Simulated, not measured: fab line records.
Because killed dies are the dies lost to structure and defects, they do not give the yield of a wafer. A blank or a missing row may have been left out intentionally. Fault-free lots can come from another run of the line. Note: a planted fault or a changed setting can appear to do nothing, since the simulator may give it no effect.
Code-filled problem report in 8D (eight disciplines) form :: flow nandHarc :: the parts of the form that need people (team, actions taken, sign-off) are left out

1. WHAT WENT WRONG
cdNm at NHARC_P_CONTACT_CD_MEAS_12 reads a mean of 107.5 nm on 1 wafer of 1 lot; wafers without a fault read 90.0 nm with a standard deviation of 0.49. That is +36 standard deviations from the usual mean.
The step: target cd 90 nm.
Seen first at day 12 16:56 on cdSem-01, wafer L987.1. The record has a number at this step for 39 wafers belonging to 13 lots. By rule, "out" or "out of limits" means more than 4 standard deviations away from the usual mean. The other wafers with a number count as sound.

2. WHAT THIS IS AND IS NOT
question: which readings at this step
is: cdNm
is not: -

question: which lots
is: L987
is not: L971, L973, L974, L977, L978, L979, L980, L983, L988, L992, L993, L994

question: which wafers of those lots
is: L987.1
is not: L987.5, L987.6

question: read on which gauges
is: cdSem-01
is not: cdSem-02, cdSem-03

question: when
is: from day 12 16:56
is not: up to then (26 sound wafers); but 12 sound wafers of L988, L992, L993, L994 came after

3. WHAT RULES OUT EACH SUSPECT
Counting: if a tool at a process step up to the reading ran every lot that is out, it stays a suspect. Sound lots after the first of them don't rule it out here, since some wafers of a struck lot are sound.
- the gauge at NHARC_P_CONTACT_CD_MEAS_12: kept. All the wafers that are out were read on cdSem-01, and no step on other tools shows them out.
- lithoTrack-06 at NHARC_P_CONTACT_PEB_10 (peb time 65 s): kept. It ran the lot that is out, L987 (day 12 16:52); its last sound lot up to then is L983 (day 10 15:55).
Remaining after the count are lithoTrack-06 at NHARC_P_CONTACT_PEB_10 and cdSem-01 at NHARC_P_CONTACT_CD_MEAS_12.

4. THE CAUSE (what the simulator had put in)
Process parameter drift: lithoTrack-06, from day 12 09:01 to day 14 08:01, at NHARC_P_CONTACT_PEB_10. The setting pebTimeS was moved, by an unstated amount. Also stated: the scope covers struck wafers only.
Of the 2 suspects that counting leaves, this tool is one.

5. THE EFFECT CHAIN, in route order
Each row: a reading whose mean over the struck wafers that have a number lies more than 3 standard deviations from the usual. Only readings whose record carries a usual standard deviation are examined. hours: median over the lots of the time between each lot's start at the first step of this table that gives one and its start at this step. sigmas: the change, counted in usual standard deviations.
hours: 0
step: NHARC_P_CONTACT_CD_MEAS_12
reading: cdNm
usual: 90.0 nm
on struck wafers: 107.5
change: +17.5
sigmas: +36

6. HOW IT WOULD HAVE BEEN CAUGHT EARLIER
The first out-of-limits reading at a measuring or inspecting step in this record came at day 12 16:56, 8 hours after the fault's start at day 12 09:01.
An alarm limit of 4 standard deviations would not have fired on the tool readings at NHARC_P_CONTACT_PEB_10 for which the record gives a usual standard deviation, since none of them was out on any struck wafer.
Each of the lots that are out, 1 in all, had begun NHARC_P_CONTACT_PEB_10 on lithoTrack-06 no later than day 12 16:56. None of them would have been spared by holding the tool at that moment.
